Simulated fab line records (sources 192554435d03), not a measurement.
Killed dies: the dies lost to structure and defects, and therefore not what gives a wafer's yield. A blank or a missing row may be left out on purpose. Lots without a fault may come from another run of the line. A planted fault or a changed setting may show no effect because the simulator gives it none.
Split-lot trial -- flow n5 finfet -- 7 lots, 21 wafers read, on a route of 1938 steps

ON THE SPLIT
At N5_BEOL_M0_SAQP_COAT_87 (time 60 s, resist thk 5 nm), the setting spin rpm was moved away from the recipe's 1500 rpm on 8 of the 21 wafers read, by -8.7% to +10.2%. For the rest of the wafers, this setting stayed at what the recipe calls for.

FROM THE SPLIT TO THE READING: what the file shows between them, 3 steps
- N5_BEOL_M0_SAQP_COAT_34: resist thk 30 nm
- N5_BEOL_M0_SAQP_EBR_36
- N5_BEOL_M0_SAQP_DESCUM_45: chemistry O2, time 7 s

THE READING
etch.depth nm (the simulator's own value, which no gauge read), in nm, at N5_BEOL_M0_SAQP_ETCH_88 (etches underlayer in N2/H2, target depth 6.5 nm, time 5.2 s). The file gives no usual value for it. Here, 13 wafers ran the recipe; their average is 5.016 nm with a standard deviation of 0.01 nm.

wafer,"tool, chamber at the split","spin rpm as run, rpm",against the recipe,"etch.depth nm, nm",against lot-mates on the recipe
L075.2,"litho track-02, 0",1500,recipe,5.018,-
L075.3,"litho track-02, 0",1500,recipe,5.016,-
L075.6,"litho track-02, 0",1370,-8.7%,5.255,+0.238
L081.2,"litho track-02, 0",1653,+10.2%,4.774,-0.252
L081.3,"litho track-02, 0",1500,recipe,5.026,-
L081.6,"litho track-02, 0",1653,+10.2%,4.785,-0.241
L082.2,"litho track-02, 0",1500,recipe,5.03,-
L082.5,"litho track-02, 0",1500,recipe,5.019,-
L082.6,"litho track-02, 0",1500,recipe,5.022,-
L083.2,"litho track-01, 0",1500,recipe,5.031,-
L083.3,"litho track-01, 0",1500,recipe,5.028,-
L083.4,"litho track-01, 0",1640,+9.3%,4.805,-0.224
L086.2,"litho track-02, 0",1500,recipe,5.005,-
L086.3,"litho track-02, 0",1500,recipe,5.008,-
L086.6,"litho track-02, 0",1500,recipe,4.999,-
L089.1,"litho track-01, 0",1500,recipe,5.003,-
L089.5,"litho track-01, 0",1551,+3.4%,4.922,-0.081
L089.6,"litho track-01, 0",1551,+3.4%,4.922,-0.081
L093.1,"litho track-01, 0",1552,+3.5%,4.926,-0.083
L093.3,"litho track-01, 0",1500,recipe,5.009,-
L093.4,"litho track-01, 0",1552,+3.5%,4.919,-0.090

THE FIT
A straight line over all 21 wafers: etch.depth nm changes by -0.0245 nm for each +1% of spin rpm; r = -0.99; the points scatter about the line by 0.013 nm.
The same after taking each lot's own level away (the mean of its wafers on the recipe; 21 wafers): -0.025 nm for each +1%; r = -1.00; scatter 0.0063 nm.
The reading moves by 0.25 nm for the largest change in spin rpm, on that fit.
The span of the lots' own levels, 5.0030 to 5.0295 nm, comes to 2.6 times the standard deviation stated above.
The two slopes agree, so the slope changes little with the lot-to-lot level.
Check: for one of the wafers moved furthest among these (+10.2%), held out of the fit, the line's prediction against its lot-mates is -0.252 nm. It came out at -0.252 nm against them.

FURTHER SPLITS ON THESE WAFERS
These wafers also went through other splits before the reading. Each is held against what the fit with the lots' levels taken away leaves over:
other split on the same wafers,wafers away from the commonest value,r with etch.depth nm (lot level and that fit taken away)
N5_BEOL_M0_SAQP_COAT_08 spin rpm,4,-0.03
N5_BEOL_M0_SAQP_ETCH_107 bias w,8,+0.12

FILE'S OWN FIT
etch.depth nm changes by -0.025 nm for each +1% of spin rpm, r = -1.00.
